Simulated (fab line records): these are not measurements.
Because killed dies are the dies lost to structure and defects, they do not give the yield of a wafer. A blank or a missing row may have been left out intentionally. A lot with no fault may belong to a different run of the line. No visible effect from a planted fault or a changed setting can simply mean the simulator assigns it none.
A struck lot beside a sound one    flow n5_finfet    26 out of 1938 route steps
Sound: wafers L804.1, L804.4, L804.6. Struck: wafers L793.4, L793.5, L793.6. The cause is given at the end.
At each step with rows: each side's tool, then ch and its chambers, then its first start. Under that, the readings that differ: sound wafers    struck wafers    difference of the means    sigmas: that difference in standard deviations of wafers without a fault.
alike: same words and numbers on both sides, and readings whose means sit less than 2 such deviations apart. not compared: any withheld reading, any reading some wafer has no value for, any bound like >300 that may hide the same value, and any number with overlapping values for which the record gives no deviation.
A row with sigmas, a row that says differs or no value, or rows on one side alone: a step with any of these is where the two part. When numbers do not overlap yet have no deviation, they are printed without sigmas and do not part them. A reading that every wafer of one side lacks parts them only if that side has two wafers or more.

first, 9 steps without rows for these wafers: N5_BEOL_M15_EBR_06; N5_BEOL_M15_SOFTBAKE_05 (time 60 s); N5_BEOL_M15_EXPOSE_07 (exposes mask V14); N5_BEOL_M15_PEB_08 (peb time 90 s); N5_BEOL_M15_DEVELOP_09 (develop time 45 s); N5_BEOL_M15_HARDBAKE_14 (time 120 s); N5_BEOL_M15_DESCUM_15 (chemistry O2, time 7.9 s); N5_BEOL_M15_ETCH_59 (etches BARC in N2/H2, target depth 89 nm, overetch 26.7 nm, time 67.9 s); N5_BEOL_M15_VIA_ETCH_16 (etches SiO2 in C4F8/O2/Ar, target depth 1792.2 nm).
N5_BEOL_M15_STRIP_63: strips in O2.
  sound on rie_diel-05 ch 0,2, day 18 06:00; struck on rie_diel-03 ch 0,1,3, day 16 01:00
reading                sound           struck          difference  sigmas
oes_product_au (a.u.)  0.84 0.92 0.93  0.68 0.74 0.82  -0.15       -2
  alike: drypump_motor_current_A, rf_vpp_V, showerhead_plenum_p_Torr, throttle_valve_pct
  not compared: rf_hours_counter_h
then, 13 steps without rows for these wafers: N5_BEOL_M15_STRIP_64 (strips in O2); N5_BEOL_M15_STRIP_65 (strips in post etch residue remover, time 60 s); N5_BEOL_M15_SRD_66 (time 30 s, dry time 30 s); N5_BEOL_M15_COAT_56 (time 60 s, resist thk 550 nm); N5_BEOL_M15_ETCH_57 (etches SOC in N2/H2, time 750 s); N5_BEOL_M15_COAT_60 (time 60 s, resist thk 89 nm); N5_BEOL_M15_COAT_22 (resist thk 800 nm); N5_BEOL_M15_EBR_24; N5_BEOL_M15_SOFTBAKE_23 (time 60 s); N5_BEOL_M15_EXPOSE_25 (exposes mask M15, target cd 400 nm); N5_BEOL_M15_PEB_26 (peb time 90 s); N5_BEOL_M15_DEVELOP_27 (develop time 45 s); N5_BEOL_M15_HARDBAKE_32 (time 120 s).
N5_BEOL_M15_INSPECT_30: inspects for defects (macro).
  sound on defect_inspect-02 at day 18 07:38; struck on defect_inspect-02 at day 16 02:59
reading           sound  struck          difference  sigmas
raw_defect_count  0 2 3  >300 >300 >300  differs     
then, 1 step without rows for these wafers: N5_BEOL_M15_DESCUM_33 (chemistry O2, time 7.9 s).
N5_PASSIVATION_PROBE_49:
  record: rows for the struck wafers here (prober-01, day 17 06:27), none for the sound ones

## WHERE THEY PART
At N5_BEOL_M15_STRIP_63 first; at N5_PASSIVATION_PROBE_49 last (within this record only).

WHY: what the simulator had put in
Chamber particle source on rie_diel-03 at N5_BEOL_M15_STRIP_63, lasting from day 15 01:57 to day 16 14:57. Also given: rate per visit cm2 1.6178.
